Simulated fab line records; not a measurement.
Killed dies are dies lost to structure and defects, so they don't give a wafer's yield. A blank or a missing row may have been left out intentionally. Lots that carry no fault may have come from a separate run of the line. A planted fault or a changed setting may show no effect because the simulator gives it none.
Problem report in the 8D (eight disciplines) form, filled by code -- flow n5-finfet -- the parts of the form that need people (team, actions taken, sign-off) are left out

## 1. THE ISSUE
etch-rf-on-time-s at N5_GATE_CUT_CUT_ETCH_53 reads a mean of 34.3 s on 3 wafers of 2 lots; wafers without a fault read 26.3 s with a standard deviation of 0.5. Measured from the usual mean, that is +16 standard deviations.
The step: etches W in SF6/Cl2, target depth 79.2 nm.
First seen on wafer L730.2, day 10 08:30, on rie-metal-02. The record has a number at this step for 25 wafers belonging to 9 lots. Rule for "out" (also "out of limits"): further than 4 standard deviations from the usual mean. The rest of the wafers with a number are treated as sound.

## 2. WHAT IT IS, AND WHAT IT ISN'T
question,is,is not
which readings at this step,etch-rf-on-time-s,"drypump-motor-current-A, throttle-valve-pct"
which lots,"L728, L730","L711, L714, L715, L718, L731, L732, L733"
which wafers of those lots,"L728.5, L730.2, L730.3","L728.4, L728.6, L730.6"
read on which tools,rie-metal-02,"rie-metal-01, rie-metal-03"
when,from day 10 08:30,"up to then (13 sound wafers); but 9 sound wafers of L728, L731, L732, L733 came after"

## 3. SUSPECTS, AND WHAT RULES EACH OUT
Counting: any tool at a process step up to the reading remains a suspect provided it ran every lot that is out. Sound lots after the first of them don't rule it out here, since some wafers of a struck lot are sound.
- rie-diel-01 at N5_GATE_CUT_ETCH_37 (etches SOC in N2/H2, target depth 60 nm, overetch 12 nm, time 90 s): kept. Every lot that is out went through it, the first being L730 (day 10 08:11); the last sound lot it ran before that was L714 (day 5 10:22).
- rie-diel-01 at N5_GATE_CUT_STRIP_41 (strips in CF4): kept. Every lot that is out went through it, the first being L730 (day 10 08:20); the last sound lot it ran before that was L714 (day 5 10:31).
- rie-metal-02 at N5_GATE_CUT_CUT_ETCH_53 (etches W in SF6/Cl2, target depth 79.2 nm): kept. Every lot that is out went through it, the first being L730 (day 10 08:30); the last sound lot it ran before that was L715 (day 5 19:31). Its own readings are out on those wafers: etch-rf-on-time-s.
- Within rie-diel-01 at N5_GATE_CUT_ETCH_37: the wafers that are out ran in chambers 1, 3; their sound lot-mates ran in chambers 0, 2.
- Within rie-diel-01 at N5_GATE_CUT_STRIP_41: the wafers that are out ran in chambers 1, 3; their sound lot-mates ran in chambers 0, 2.
rie-diel-01 at N5_GATE_CUT_ETCH_37, rie-diel-01 at N5_GATE_CUT_STRIP_41 and rie-metal-02 at N5_GATE_CUT_CUT_ETCH_53 are what is left after counting.

## 4. THE CAUSE (what the simulator had put in)
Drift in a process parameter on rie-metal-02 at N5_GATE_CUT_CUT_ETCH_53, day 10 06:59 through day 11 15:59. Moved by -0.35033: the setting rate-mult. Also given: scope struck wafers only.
After counting, 3 suspects remain, this tool included.

## 5. THE EFFECT CHAIN, in route order
Rows list readings where the struck wafers' mean (over those with a number) sits beyond 3 standard deviations from the usual. Readings are gone through only where the record gives a usual standard deviation; hours: the median, over the lots, of the time from a lot's start at the first step in this table giving one to that lot's start at this step; sigmas: the change measured in usual standard deviations.
hours,step,reading,usual,on struck wafers,change,sigmas
0,N5_GATE_CUT_CUT_ETCH_53,etch-rf-on-time-s,26.3 s,34.3,+8.0,+16
192,N5_PASSIVATION_PROBE_49,defect-limited-yield,91.0 %,67.2,-23.8,-15
192,N5_PASSIVATION_PROBE_49,killed-at-front-end,41,323,+282,+24
192,N5_PASSIVATION_PROBE_49,killed-dies,106,387,+281,+15
192,N5_PASSIVATION_PROBE_49,killed-on-rim,14,53,+39,+9.8
192,N5_PASSIVATION_PROBE_49,sort_bin_5_function,5.3 %,28.5,+23.2,+23
192,N5_PASSIVATION_PROBE_49,sort-n-pass,1073,793,-280,-15
192,N5_PASSIVATION_PROBE_49,sort-yield-pct,91.0 %,67.2,-23.8,-15
The process steps in it:
- N5_GATE_CUT_CUT_ETCH_53: etches W in SF6/Cl2, target depth 79.2 nm.
- N5_PASSIVATION_PROBE_49
Later steps that measure or inspect, where all struck wafers having a row at the step show a number for every such reading and not one has moved that far: N5_BEOL_M4_RC_MEAS_101.

## 6. WHAT WOULD HAVE CAUGHT IT SOONER
In this record no reading fell out of limits until day 10 08:30, 2 hours after the fault had begun at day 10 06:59.
